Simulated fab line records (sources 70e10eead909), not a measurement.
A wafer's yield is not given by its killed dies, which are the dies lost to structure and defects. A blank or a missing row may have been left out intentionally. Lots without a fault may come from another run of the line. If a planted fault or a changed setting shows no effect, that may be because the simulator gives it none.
Matching of chambers :: flow nandHarc :: pecvd-04 running NHARC_A_ONON_D1_DEP_33: 3 sister chambers
The step deposits SiO2, target thk 200 nm. 6 wafers are shown with their chamber, then 7 later ones without.

## WAFERS PAIRED WITH THEIR CHAMBERS
wafer: L536.1
chamber: 1
throttleValvePct (%): 16.8
heaterPowerW (W): 572

wafer: L536.2
chamber: 2
throttleValvePct (%): 15.3
heaterPowerW (W): 647

wafer: L537.1
chamber: 2
throttleValvePct (%): 15.5
heaterPowerW (W): 560

wafer: L537.5
chamber: 0
throttleValvePct (%): 15.8
heaterPowerW (W): 610

wafer: L546.2
chamber: 0
throttleValvePct (%): 16.1
heaterPowerW (W): 599

wafer: L546.3
chamber: 1
throttleValvePct (%): 16.1
heaterPowerW (W): 587

## WAFERS WHOSE CHAMBER IS MISSING
wafer: L546.5
throttleValvePct (%): 15.8
heaterPowerW (W): 600

wafer: L547.2
throttleValvePct (%): 15.2
heaterPowerW (W): 628

wafer: L547.3
throttleValvePct (%): 16.4
heaterPowerW (W): 497

wafer: L547.5
throttleValvePct (%): 16.0
heaterPowerW (W): 642

wafer: L555.1
throttleValvePct (%): 15.7
heaterPowerW (W): 601

wafer: L555.2
throttleValvePct (%): 16.0
heaterPowerW (W): 542

wafer: L555.6
throttleValvePct (%): 15.8
heaterPowerW (W): 576

## EACH ONE'S CHAMBER
wafer: L546.5
from the rows above: can't be placed: 0 or 2 or 1
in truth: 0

wafer: L547.2
from the rows above: can't be placed: 2 or 0
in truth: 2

wafer: L547.3
from the rows above: can't be placed: 1 or 0 or 2
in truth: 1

wafer: L547.5
from the rows above: can't be placed: 0 or 2 or 1
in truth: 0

wafer: L555.1
from the rows above: can't be placed: 0 or 2 or 1
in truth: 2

wafer: L555.2
from the rows above: can't be placed: 0 or 1 or 2
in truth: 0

wafer: L555.6
from the rows above: can't be placed: 0 or 2 or 1
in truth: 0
Correct placement for 0 of the 7. Can't be placed from these rows: 7 (the true chamber is among the candidates in 7). 0 placed wrongly.
How it was worked out, from the rows above alone: a wafer's distance from a chamber is the root of the sum, over the readings, of the square of ((its reading less the chamber's mean) divided by the reading's scatter). If the next closest chamber is less than 2 further off than the closest, the wafer can't be placed; otherwise it belongs to the closest. The mean given for a chamber averages the wafers shown for that chamber. The scatter is the square root of a quotient: the sum, over the shown wafers, of each reading's squared deviation from its chamber's mean, divided by wafers minus chambers.
